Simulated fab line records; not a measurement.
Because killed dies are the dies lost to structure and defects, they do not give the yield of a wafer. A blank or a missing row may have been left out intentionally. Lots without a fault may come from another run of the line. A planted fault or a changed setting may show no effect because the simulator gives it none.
fab line records -- flow nand-harc -- part 2 of 2: steps 5 to 6 of 6
[record] lots = 22, wafers = 66, last-day = 33
route steps=1302 shown A_STAIRCASE@811
lots with no fault: from the same line, run without faults
start-h: start of the lot's first displayed wafer, in hours after the record's first day -- wait-h: hours from the lot's prior step to this one -- " as in the row above -- L1.1+2: a single row standing in for several wafers -- - no value, or no start was given -- * or withheld: withheld -- < > ~ a bound
route shown NAME@n: NAME is a module with steps in the file, n the number in the route of the first one -- usual: mean and standard deviation over wafers with no fault -- same: alike in all rows -- chamber/n: place in a boat -- sites: each site's reading -- _std_site: their standard deviation -- _edge_site: inner sites' mean taken away from outer sites' mean -- radius-mm: for every site, how far away it sits from the centre of the wafer -- mask NAME#n: copy n -- behind: the tool/chamber that last shaped the wafer -- hold: what put the lot on hold/how long, in hours/how the hold closed -- device: the transistor (n, p or np) that didn't switch -- end of line: at the end of the route, the tests of the same wafers -- where a step has no rows: the recipe by itself -- killed: the dies lost at the first sort to structure and to defects; this is not the yield of the wafer -- map: a wafer's dies, marking killed ones x, the rest . and places with no die _
set.NAME: the run value of the setting; set.NAME@STEP: its run value at that earlier step -- model.NAME: the simulator's own value behind a step, which no gauge read
steps of the route over a sample of lots; a table a step, a row a wafer
services: from which hour (start-h, from the record's first day; less than 0 if before it) a tool's chamber was out of use, for how many hours, and why
[[steps]]
[step NHARC_A_STAIRCASE_DESCUM_443]
[recipe] time-s = 3, o2-flow-sccm = 200, ar-flow-sccm = 0, bias-power-w = 0, chemistry = O2
[usual] drypump-motor-current-A = 5.9/0.52, oes-product-au = 1.000/0.0077, rf-vpp-V = 57.8/0.86, showerhead-plenum-p-Torr = 1.90/0.077, throttle-valve-pct = 11.312/0.0092
[same] bias-power-w = 0
lot.wafer,tool,chamber,start-h,wait-h,drypump-motor-current-A,oes-product-au,rf-hours-counter-h,rf-vpp-V,showerhead-plenum-p-Torr,throttle-valve-pct
L074.1,rie-diel-05,2,428.11,-,6.1,1.001,2,57.1,1.85,11.325
L074.2,rie-diel-05,3,428.11,-,6.1,1.004,2,58.2,1.91,11.310
L074.5,rie-diel-05,2,428.11,-,6.2,0.999,-,57.8,1.85,11.305
L076.1,rie-diel-05,0,448.08,-,6.4,0.996,6,58.4,2.03,11.307
L076.4,rie-diel-05,1,448.08,-,5.5,1.002,7,57.8,1.90,11.330
L076.5,rie-diel-05,3,448.08,-,6.1,1.010,-,57.6,1.91,11.315
L077.2,rie-diel-07,2,448.25,-,5.5,0.991,42,59.0,1.88,11.324
L077.6,rie-diel-07,0,448.25,-,5.0,1.010,-,58.3,1.78,11.301
L077.5,rie-diel-07,1,448.25,-,6.0,1.001,-,58.9,1.90,11.314
L075.3,rie-diel-13,1,448.39,-,6.6,0.996,30,58.3,1.96,11.305
L075.1,rie-diel-13,2,448.39,-,4.8,0.994,33,57.2,1.83,11.329
L075.2,rie-diel-13,0,448.39,-,6.5,1.006,25,58.2,1.85,11.289
L078.3,rie-diel-07,0,465.56,-,5.0,1.003,48,57.6,1.78,11.316
L078.1,rie-diel-07,2,465.56,-,5.5,0.991,50,56.2,1.88,11.313
L078.5,rie-diel-07,1,465.56,-,6.0,0.998,-,55.9,1.89,11.327
L080.4,rie-diel-05,1,476.29,-,5.5,0.989,19,58.1,1.90,11.302
L080.2,rie-diel-05,3,476.29,-,6.1,1.002,20,58.0,1.90,11.304
L080.5,rie-diel-05,0,476.29,-,6.4,0.986,-,57.8,2.03,11.324
L079.2,rie-diel-13,2,476.48,-,4.8,1.003,41,59.1,1.83,11.319
L079.4,rie-diel-13,0,476.48,-,6.4,1.003,37,57.8,1.84,11.312
L079.5,rie-diel-13,2,476.48,-,4.8,0.996,-,57.8,1.83,11.320
L081.3,rie-diel-05,0,501.79,-,6.4,1.002,26,58.5,2.03,11.315
L081.2,rie-diel-05,2,501.79,-,6.1,0.995,31,56.5,1.84,11.300
L081.6,rie-diel-05,0,501.79,-,6.4,0.992,-,56.9,2.03,11.328
L082.3,rie-diel-05,3,523.79,-,6.1,1.011,35,56.6,1.90,11.305
L082.2,rie-diel-05,0,523.79,-,6.4,0.992,34,57.7,2.02,11.302
L082.4,rie-diel-05,2,523.79,-,6.2,0.989,38,58.6,1.84,11.307
L084.3,rie-diel-05,2,529.97,-,6.2,0.996,41,57.1,1.84,11.305
L084.4,rie-diel-05,0,529.97,-,6.4,1.002,39,56.3,2.02,11.309
L084.5,rie-diel-05,3,529.97,-,6.1,1.008,-,57.3,1.90,11.300
L083.2,rie-diel-13,1,530.56,-,6.6,0.993,0,58.3,1.95,11.314
L083.4,rie-diel-13,2,530.56,-,4.8,1.009,0,56.9,1.82,11.302
L083.6,rie-diel-13,3,530.56,-,5.7,0.998,-,58.7,2.06,11.308
L086.4,rie-diel-07,2,546.06,-,5.5,0.988,19,57.2,1.87,11.310
L086.1,rie-diel-07,3,546.06,-,6.3,0.975,16,57.6,1.98,11.317
L086.5,rie-diel-07,3,546.06,-,6.3,0.983,-,58.1,1.98,11.318
L088.4,rie-diel-13,3,562.87,-,5.7,0.996,10,58.4,2.06,11.310
L088.2,rie-diel-13,0,562.87,-,6.4,1.012,10,55.4,1.84,11.311
L088.1,rie-diel-13,1,562.87,-,6.6,1.001,12,56.4,1.95,11.317
L087.4,rie-diel-05,1,563.04,-,5.5,0.998,52,57.5,1.89,11.309
L087.1,rie-diel-05,2,563.04,-,6.2,0.989,52,58.1,1.83,11.307
L087.6,rie-diel-05,3,563.04,-,6.1,1.001,-,57.5,1.89,11.315
L089.1,rie-diel-07,0,563.22,-,5.0,1.005,22,58.2,1.77,11.316
L089.4,rie-diel-07,1,563.22,-,6.0,1.003,25,58.1,1.88,11.326
L089.6,rie-diel-07,2,563.22,-,5.5,1.001,-,58.0,1.87,11.302
L090.4,rie-diel-07,1,588.13,-,6.1,0.992,31,57.3,1.88,11.309
L090.1,rie-diel-07,0,588.13,-,5.0,0.993,29,57.5,1.77,11.306
L090.5,rie-diel-07,1,588.13,-,6.1,1.009,-,55.6,1.88,11.311
L092.4,rie-diel-05,2,609.80,-,6.2,1.004,3,57.5,1.83,11.314
L092.5,rie-diel-05,2,609.80,-,6.1,0.996,-,57.4,1.83,11.331
L092.6,rie-diel-05,3,609.80,-,6.1,1.005,-,57.7,1.89,11.319
L093.1,rie-diel-13,2,609.98,-,4.8,1.012,29,57.6,1.82,11.324
L093.6,rie-diel-13,0,609.98,-,6.4,1.008,-,57.3,1.83,11.304
L093.5,rie-diel-13,1,609.98,-,6.6,1.003,-,58.6,1.94,11.321
L091.4,rie-diel-07,3,610.19,-,6.3,0.991,35,58.7,1.98,11.321
L091.1,rie-diel-07,0,610.19,-,5.0,1.005,36,57.2,1.77,11.312
L091.6,rie-diel-07,1,610.19,-,6.1,1.008,-,57.6,1.88,11.316
L094.1,rie-diel-07,3,619.68,-,6.3,0.992,39,57.6,1.98,11.304
L094.4,rie-diel-07,0,619.68,-,5.0,1.011,40,57.4,1.77,11.314
L094.5,rie-diel-07,2,619.68,-,5.5,1.012,-,57.9,1.86,11.318
L097.2,rie-diel-13,0,643.62,-,6.4,1.014,36,56.3,1.83,11.314
L097.6,rie-diel-13,1,643.62,-,6.6,1.004,-,59.1,1.94,11.311
L097.5,rie-diel-13,2,643.62,-,4.8,1.010,-,57.5,1.81,11.317
L096.4,rie-diel-05,0,657.99,-,6.4,1.005,25,57.5,2.01,11.325
L096.2,rie-diel-05,2,657.99,-,6.2,0.995,24,58.3,1.82,11.320
L096.6,rie-diel-05,3,657.99,-,6.1,1.004,-,58.1,1.88,11.307
[step NHARC_A_STAIRCASE_STRIP_446]
[recipe] power-w = 1500, temp-c = 250, chemistry = O2
[usual] drypump-motor-current-A = 5.9/0.66, heater-power-w = 355/52
lot.wafer,tool,chamber,start-h,wait-h,drypump-motor-current-A,heater-power-w,rf-hours-counter-h
L074.1,plasma-asher-02,1,432.56,0.0,4.9,318,25
L074.2,plasma-asher-02,0,432.56,0.0,5.9,415,25
L074.5,plasma-asher-02,1,432.56,0.0,4.9,305,-
L076.1,plasma-asher-01,1,452.60,0.1,6.5,378,20
L076.4,plasma-asher-01,1,452.60,0.1,6.5,372,-
L076.5,plasma-asher-01,0,452.60,0.1,6.5,281,-
L077.2,plasma-asher-02,0,452.78,0.1,5.8,420,30
L077.6,plasma-asher-02,1,452.78,0.1,4.9,308,-
L077.5,plasma-asher-02,0,452.78,0.1,5.9,411,-
L075.1,plasma-asher-01,1,452.89,0.0,6.5,385,20
L075.2,plasma-asher-01,0,452.89,0.0,6.5,286,20
L075.3,plasma-asher-01,1,452.89,0.0,6.5,379,-
L078.1,plasma-asher-02,1,470.06,0.1,4.9,319,35
L078.3,plasma-asher-02,1,470.06,0.1,4.9,313,-
L078.5,plasma-asher-02,1,470.06,0.1,4.9,321,-
L080.2,plasma-asher-01,0,480.90,0.2,6.5,283,26
L080.4,plasma-asher-01,1,480.90,0.2,6.5,372,-
L080.5,plasma-asher-01,1,480.90,0.2,6.6,373,-
L079.2,plasma-asher-01,0,481.18,0.2,6.6,291,27
L079.4,plasma-asher-01,1,481.18,0.2,6.5,378,-
L079.5,plasma-asher-01,1,481.18,0.2,6.5,368,-
L081.2,plasma-asher-02,0,506.33,0.1,5.9,419,4
L081.3,plasma-asher-02,1,506.33,0.1,4.9,339,-
L081.6,plasma-asher-02,1,506.33,0.1,4.9,339,-
L082.2,plasma-asher-02,0,528.26,0.0,5.9,428,9
L082.4,plasma-asher-02,0,528.26,0.0,5.9,435,-
L082.3,plasma-asher-02,1,528.26,0.0,4.9,339,-
L084.4,plasma-asher-02,1,534.75,0.1,4.9,329,-
L084.3,plasma-asher-02,0,534.75,0.1,5.8,431,-
L084.5,plasma-asher-02,1,534.75,0.1,4.9,340,-
L083.2,plasma-asher-02,1,535.06,0.1,4.9,339,11
L083.4,plasma-asher-02,1,535.06,0.1,4.9,342,-
L083.6,plasma-asher-02,1,535.06,0.1,4.9,333,-
L086.1,plasma-asher-02,0,550.54,0.0,5.9,436,15
L086.4,plasma-asher-02,1,550.54,0.0,4.9,339,-
L086.5,plasma-asher-02,1,550.54,0.0,4.9,346,-
L088.2,plasma-asher-01,0,567.33,0.0,6.5,284,7
L088.1,plasma-asher-01,1,567.33,0.0,6.5,357,7
L088.4,plasma-asher-01,1,567.33,0.0,6.5,369,-
L087.1,plasma-asher-02,0,567.52,0.1,5.9,427,16
L087.4,plasma-asher-02,1,567.52,0.1,4.9,340,-
L087.6,plasma-asher-02,1,567.52,0.1,4.9,341,-
L089.1,plasma-asher-01,0,568.49,0.1,6.5,288,7
L089.4,plasma-asher-01,1,568.49,0.1,6.6,363,-
L089.6,plasma-asher-01,0,568.49,0.1,6.5,280,-
L090.1,plasma-asher-02,0,592.62,0.1,5.8,431,23
L090.4,plasma-asher-02,0,592.62,0.1,5.9,431,-
L090.5,plasma-asher-02,0,592.62,0.1,5.8,438,-
L092.4,plasma-asher-01,1,614.43,0.1,6.5,365,-
L092.5,plasma-asher-01,1,614.43,0.1,6.5,374,-
L092.6,plasma-asher-01,0,614.43,0.1,6.5,284,-
L093.1,plasma-asher-02,0,614.64,0.1,5.9,429,28
L093.5,plasma-asher-02,1,614.64,0.1,4.9,331,-
L093.6,plasma-asher-02,0,614.64,0.1,5.9,432,-
L091.1,plasma-asher-01,1,614.65,0.0,6.5,359,14
L091.4,plasma-asher-01,0,614.65,0.0,6.5,278,-
L091.6,plasma-asher-01,1,614.65,0.0,6.5,365,-
L094.1,plasma-asher-01,1,624.18,0.1,6.6,370,16
L094.4,plasma-asher-01,1,624.18,0.1,6.6,367,-
L094.5,plasma-asher-01,0,624.18,0.1,6.5,296,-
L097.2,plasma-asher-02,0,648.10,0.1,5.9,436,34
L097.5,plasma-asher-02,1,648.10,0.1,4.9,335,-
L097.6,plasma-asher-02,0,648.10,0.1,5.9,427,-
L096.2,plasma-asher-01,0,662.81,0.4,6.5,285,25
L096.4,plasma-asher-01,0,662.81,0.4,6.5,285,-
L096.6,plasma-asher-01,1,662.81,0.4,6.5,355,-
[[services]]
tool,chamber,start-h,hours,kind
pecvd-03,-,366.16,13.0,pm
plasma-asher-02,-,368.95,0.4,repair
pecvd-04,1,381.27,7.6,repair
rie-diel-05,2,384.96,3.6,repair
plasma-asher-02,-,396.99,1.4,repair
rie-diel-05,-,409.10,9.0,pm
rie-diel-07,2,436.51,2.0,repair
rie-diel-13,3,439.10,9.3,repair
pecvd-04,-,450.06,13.0,pm
rie-diel-13,-,463.34,0.9,repair
rie-diel-07,-,472.66,9.0,pm
plasma-asher-02,-,480.22,9.0,pm
rie-diel-13,0,506.52,13.2,repair
rie-diel-05,1,511.35,3.4,repair
plasma-asher-01,-,519.34,9.0,pm
rie-diel-13,-,521.54,9.0,pm
rie-diel-13,2,534.40,2.0,repair
pecvd-04,1,546.31,3.5,repair
plasma-asher-01,-,571.04,2.8,repair
rie-diel-05,-,586.10,9.0,pm
rie-diel-07,-,649.66,9.0,pm
plasma-asher-02,-,657.99,9.0,pm
rie-diel-05,3,662.16,5.9,repair
rie-diel-07,3,662.54,3.8,repair
